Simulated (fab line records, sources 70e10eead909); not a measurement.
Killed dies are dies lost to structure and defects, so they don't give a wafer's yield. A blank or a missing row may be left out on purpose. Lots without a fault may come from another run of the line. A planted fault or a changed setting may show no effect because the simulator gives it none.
fab line records | flow nand_harc
record lots=7 wafers=19 last_day=24
route steps=1159 shown A_BLC@966
lots that met no fault: from a run of the same line without faults
start_h: hours from the record's first day to the start of the lot's first wafer shown | wait_h: hours since the lot's step before | " the same as in the row above | L1.1+2: a row that stands for several wafers | - no value, or no start given | * or withheld: withheld | < > ~ a bound
route shown NAME@n: a module of which the file shows steps, and the number in the route of the first | usual: mean/standard deviation of fault-free wafers | same: alike in all rows | chamber/n: place in a boat | sites: the reading at each site | _std_site: their standard deviation | _edge_site: outer sites' mean less inner sites' | radius_mm: how far each site lies from the wafer's centre | mask NAME#n: copy n | behind: the tool/chamber that last shaped the wafer | hold: why the lot was held/for how many hours/how that ended | device: the transistor (n, p or np) that didn't switch | end of line: the same wafers' tests at the end of the route | a step without rows: its recipe alone | killed: dies lost to structure and defects at the first sort, not the wafer's yield | map: a wafer's dies, x killed, . not, _ none there
set.NAME: the setting as run; set.NAME@STEP: as run at that earlier step | model.NAME: the simulator's own value behind a step, which no gauge read
lots at some steps of the route; a table a step, a row a wafer
services: from which hour (start_h, from the record's first day; less than 0 if before it) a tool's chamber was out of use, for how many hours, and why
## steps
# step NHARC_A_BLC_COAT_02
# recipe temp_c=260 time_s=75
# step NHARC_A_BLC_COAT_03
# recipe temp_c=225 time_s=65
# step NHARC_A_BLC_COAT_04
# recipe spin_rpm=1500 resist_thk_nm=90
# step NHARC_A_BLC_SOFTBAKE_05
# recipe temp_c=105 time_s=55
# step NHARC_A_BLC_EBR_06
# step NHARC_A_BLC_EXPOSE_07
# recipe na=1.35 target_cd_nm=100 dose_mj=67.97 mask_id=A_BLC
# step NHARC_A_BLC_PEB_08
# recipe peb_temp_c=100 peb_time_s=65
# step NHARC_A_BLC_DEVELOP_09
# recipe develop_time_s=35 dev_temp_c=23
# step NHARC_A_BLC_CD_MEAS_10
# recipe target_cd_nm=100 landing_energy_ev=500
# usual cd_nm=100.0/0.7
# columns lot.wafer tool chamber start_h wait_h cd_nm
L869.3 cd_sem-03 0 404.16 - 99.5
L869.4 " 0 " " 99.8
L869.5 " 0 " " 98.4
L872.2 cd_sem-01 0 404.90 - 100.9
L872.5 " 0 " " 99.5
L872.6 " 0 " " 100.8
L868.2 cd_sem-02 0 410.99 - 99.5
L868.5 " 0 " " 99.5
L868.6 " 0 " " 99.2
L878.4 cd_sem-01 0 458.14 - 99.1
L878.5 " 0 " " 98.4
L878.6 " 0 " " 99.4
L890.1 cd_sem-03 0 517.19 - 100.4
L890.3 " 0 " " 100.5
L890.5 " 0 " " 101.3
L888.2 cd_sem-03 0 522.14 - 99.8
L888.3 " 0 " " 100.2
L889.1 cd_sem-01 0 525.70 - 99.8
L889.5 " 0 " " 100.0
# step NHARC_A_BLC_OVL_MEAS_11
# usual overlay_x_nm=0.0/0.8 overlay_y_nm=0.0/0.78
# columns lot.wafer tool chamber start_h wait_h overlay_x_nm overlay_y_nm
L869.3 overlay-01 - 404.25 - -0.7 -1.0
L869.4 " - " " -0.4 -0.1
L869.5 " - " " -0.4 -0.7
L872.2 overlay-02 - 405.00 - -0.2 0.5
L872.5 " - " " 0.5 0.4
L872.6 " - " " -0.6 0.6
L868.2 overlay-02 - 411.08 - -0.1 -1.1
L868.5 " - " " -0.3 -0.7
L868.6 " - " " 0.1 -0.9
L878.4 overlay-01 - 458.22 - -0.1 -0.6
L878.5 " - " " 0.2 -0.3
L878.6 " - " " -0.1 -0.9
L890.1 overlay-02 - 517.28 - -1.2 0.9
L890.3 " - " " -0.7 0.4
L890.5 " - " " -1.3 0.6
L888.2 overlay-01 - 522.23 - 1.3 -0.1
L888.3 " - " " 0.7 -0.3
L889.1 overlay-01 - 525.79 - -0.5 1.6
L889.5 " - " " 0.7 0.7
# step NHARC_A_BLC_INSPECT_12
# usual raw_defect_count=30/13
# columns lot.wafer tool chamber start_h wait_h raw_defect_count
L869.3 defect_inspect-01 - 404.29 0.0 25
L869.4 " - " " 22
L869.5 " - " " 28
L872.2 defect_inspect-02 - 405.03 0.0 14
L872.5 " - " " 7
L872.6 " - " " 9
L868.2 defect_inspect-02 - 411.11 0.0 33
L868.5 " - " " 33
L868.6 " - " " 33
L878.4 defect_inspect-01 - 458.26 0.0 44
L878.5 " - " " 54
L878.6 " - " " 41
L890.1 defect_inspect-01 - 517.33 0.1 27
L890.3 " - " " 32
L890.5 " - " " 30
L888.2 defect_inspect-02 - 522.27 0.0 50
L888.3 " - " " 46
L889.1 defect_inspect-01 - 525.84 0.1 40
L889.5 " - " " 46
# step NHARC_A_BLC_DESCUM_15
# recipe time_s=3 o2_flow_sccm=200 ar_flow_sccm=0 bias_power_w=0 chemistry=O2
# usual drypump_motor_current_A=5.7/0.49 oes_product_au=1.004/0.011 rf_vpp_V=57.6/0.94 showerhead_plenum_p_Torr=1.89/0.1 throttle_valve_pct=11.311/0.0091
# columns lot.wafer tool chamber start_h wait_h drypump_motor_current_A oes_product_au rf_hours_counter_h rf_vpp_V showerhead_plenum_p_Torr throttle_valve_pct
L869.3 rie_diel-02 2 404.35 0.1 6.2 0.996 8 56.4 1.82 11.313
L869.4 " 3 " " 5.8 1.010 8 57.2 2.02 11.292
L869.5 " 2 " " 6.2 1.002 - 57.3 1.82 11.318
L872.2 rie_diel-04 3 405.10 0.1 6.0 1.007 11 56.9 1.81 11.299
L872.6 " 2 " " 5.9 0.992 - 57.0 2.03 11.306
L872.5 " 3 " " 6.0 1.013 - 57.3 1.81 11.311
L868.2 rie_diel-04 3 411.20 0.1 6.1 1.017 13 56.8 1.81 11.296
L868.5 " 0 " " 4.8 1.002 - 56.5 1.78 11.310
L868.6 " 3 " " 6.1 1.023 - 57.9 1.81 11.311
L878.4 rie_diel-04 1 458.32 0.1 5.2 1.004 18 58.1 1.94 11.298
L878.6 " 1 " " 5.2 1.003 - 57.4 1.94 11.322
L878.5 " 2 " " 5.9 0.992 - 59.1 2.03 11.311
L890.3 rie_diel-04 3 517.39 0.1 6.1 1.015 4 57.0 1.81 11.322
L890.1 " 0 " " 4.8 1.007 4 56.7 1.77 11.299
L890.5 " 3 " " 6.0 1.019 - 59.6 1.81 11.318
L888.3 rie_diel-04 3 522.34 0.1 6.0 1.035 5 58.1 1.81 11.320
L888.2 " 0 " " 4.9 1.018 4 58.0 1.77 11.311
L889.1 rie_diel-04 3 525.92 0.1 6.0 1.022 5 58.4 1.81 11.296
L889.5 " 2 " " 5.9 0.988 - 57.6 2.02 11.311
# step NHARC_A_BLC_ETCH_16
# recipe target_depth_a=390 over_etch_frac=0.3 time_s=65 ion_energy_ev=80 cf4_flow_sccm=150 ar_flow_sccm=0 rf_w=300 bias_w=100 chemistry=CF4
# usual drypump_motor_current_A=5.6/0.48 oes_product_au=1.005/0.011 rf_vpp_V=151.1/1.3 showerhead_plenum_p_Torr=1.75/0.085 throttle_valve_pct=13.282/0.009
# columns lot.wafer tool chamber start_h wait_h drypump_motor_current_A oes_product_au rf_hours_counter_h rf_vpp_V showerhead_plenum_p_Torr throttle_valve_pct
L869.4 rie_diel-02 0 404.44 0.1 5.6 1.000 7 150.7 1.71 13.284
L869.3 " 3 " " 5.8 1.006 8 153.2 1.86 13.287
L869.5 " 0 " " 5.5 1.006 - 151.8 1.71 13.276
L872.2 rie_diel-04 0 405.18 0.1 4.9 1.007 12 149.7 1.65 13.270
L872.5 " 0 " " 4.8 0.998 - 149.9 1.65 13.294
L872.6 " 1 " " 5.2 1.001 - 152.0 1.79 13.273
L868.2 rie_diel-04 3 411.29 0.1 6.0 1.017 13 151.4 1.68 13.267
L868.6 " 2 " " 5.9 0.985 - 153.9 1.87 13.271
L868.5 " 3 " " 6.1 1.008 - 150.9 1.68 13.302
L878.4 rie_diel-04 0 458.42 0.1 4.8 0.999 19 148.3 1.65 13.278
L878.6 " 1 " " 5.2 1.004 - 152.4 1.79 13.301
L878.5 " 2 " " 5.8 0.985 - 152.4 1.86 13.281
L890.1 rie_diel-04 0 517.49 0.1 4.9 1.011 4 149.0 1.65 13.276
L890.3 " 1 " " 5.2 1.014 4 151.9 1.79 13.288
L890.5 " 2 " " 5.8 0.831 - 153.6 1.86 13.283
L888.2 rie_diel-04 2 522.41 0.1 5.9 0.823 5 150.8 1.86 13.284
L888.3 " 0 " " 4.8 1.015 4 149.4 1.65 13.283
L889.1 rie_diel-04 2 525.99 0.1 5.9 0.987 5 150.8 1.86 13.287
L889.5 " 3 " " 6.0 0.859 - 150.5 1.68 13.275
# step NHARC_A_BLC_ETCH_17
# recipe target_depth_a=3900 over_etch_frac=0.25 time_s=609.38 ion_energy_ev=200 n2_flow_sccm=150 h2_flow_sccm=150 ar_flow_sccm=0 rf_w=400 bias_w=150 chemistry=N2/H2
# usual drypump_motor_current_A=5.7/0.48 oes_product_au=1.004/0.012 rf_vpp_V=430/3.1 showerhead_plenum_p_Torr=2.01/0.11 throttle_valve_pct=14.170/0.0085
# columns lot.wafer tool chamber start_h wait_h drypump_motor_current_A oes_product_au rf_hours_counter_h rf_vpp_V showerhead_plenum_p_Torr throttle_valve_pct
L869.4 rie_diel-02 0 - - 5.6 1.015 7 429 1.96 14.172
L869.3 " 3 " " 5.8 1.005 8 433 2.16 14.178
L869.5 " 0 " " 5.5 1.009 - 429 1.96 14.154
L872.2 rie_diel-04 2 - - 5.9 0.989 13 435 2.17 14.166
L872.5 " 1 " " 5.2 0.999 - 432 2.07 14.167
L872.6 " 2 " " 5.9 0.988 - 432 2.16 14.177
L868.2 rie_diel-04 2 - - 5.9 0.991 14 433 2.16 14.183
L868.6 " 3 " " 6.0 1.010 - 428 1.93 14.162
L868.5 " 0 " " 4.9 1.005 - 426 1.89 14.161
L878.4 rie_diel-04 1 - - 5.2 0.996 18 431 2.07 14.181
L878.6 " 1 " " 5.2 0.987 - 430 2.07 14.163
L878.5 " 2 " " 5.9 0.984 - 434 2.16 14.184
L890.1 rie_diel-04 3 - - 6.0 1.032 5 426 1.92 14.154
L890.3 " 1 " " 5.2 1.011 4 431 2.07 14.164
L890.5 " 2 " " 5.9 0.994 - 435 2.16 14.170
L888.2 rie_diel-04 3 - - 6.0 1.022 5 427 1.92 14.164
L888.3 " 1 " " 5.2 1.005 4 431 2.07 14.166
L889.1 rie_diel-04 1 - - 5.2 1.013 4 432 2.07 14.166
L889.5 " 3 " " 6.0 1.029 - 426 1.92 14.193
## services
# columns tool chamber start_h hours kind
rie_diel-04 0 395.90 - clean
rie_diel-04 1 395.90 - clean
rie_diel-04 2 395.90 - clean
rie_diel-04 3 395.90 - clean
rie_diel-04 1 407.88 12.2 repair
rie_diel-04 0 420.39 6.2 repair
rie_diel-04 1 420.40 - clean
rie_diel-04 2 420.40 - clean
rie_diel-04 3 420.40 - clean
rie_diel-04 0 444.90 - clean
rie_diel-04 1 444.90 - clean
rie_diel-04 2 444.90 - clean
rie_diel-04 3 444.90 - clean
rie_diel-02 - 455.70 0.8 repair
rie_diel-04 - 465.90 9.0 pm
rie_diel-04 0 465.90 9.0 vent_cycle
rie_diel-04 1 465.90 9.0 vent_cycle
rie_diel-04 2 465.90 9.0 vent_cycle
rie_diel-04 3 465.90 9.0 vent_cycle
rie_diel-04 0 474.90 - clean
rie_diel-04 1 474.90 - clean
rie_diel-04 2 474.90 - clean
rie_diel-04 3 474.90 - clean
rie_diel-02 - 504.89 9.0 pm
## key
first_sign step=NHARC_A_BLC_ETCH_16 reading=oes_product_au direction=down sigmas=15 usual=1.005 struck=0.838
effect none on later readings
met_at NHARC_A_BLC_ETCH_16
struck_wafers L888.2,L889.5,L890.5
sort_left_out L888.2,L889.5,L890.5
tester_left_out L888,L889,L890
onset_between 458.42 517.49
fault kind=process_parameter_drift tool=rie_diel-04 chamber=- onset_h=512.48 steps=NHARC_A_BLC_ETCH_16 channel=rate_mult offset=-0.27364 shape=step end_h=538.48 scope=struck_wafers_only
# tester_left_out: of these lots the tester's yield and bins aren't shown, on N5 and GAA mostly nor the transistor test; their killed dies are dies lost to structure and defects alone, not to doping, threshold or leakage, so they don't give the yield
# sort_left_out: the simulated sort isn't trusted on such a fault, so these wafers' sort isn't shown, and their yield isn't known
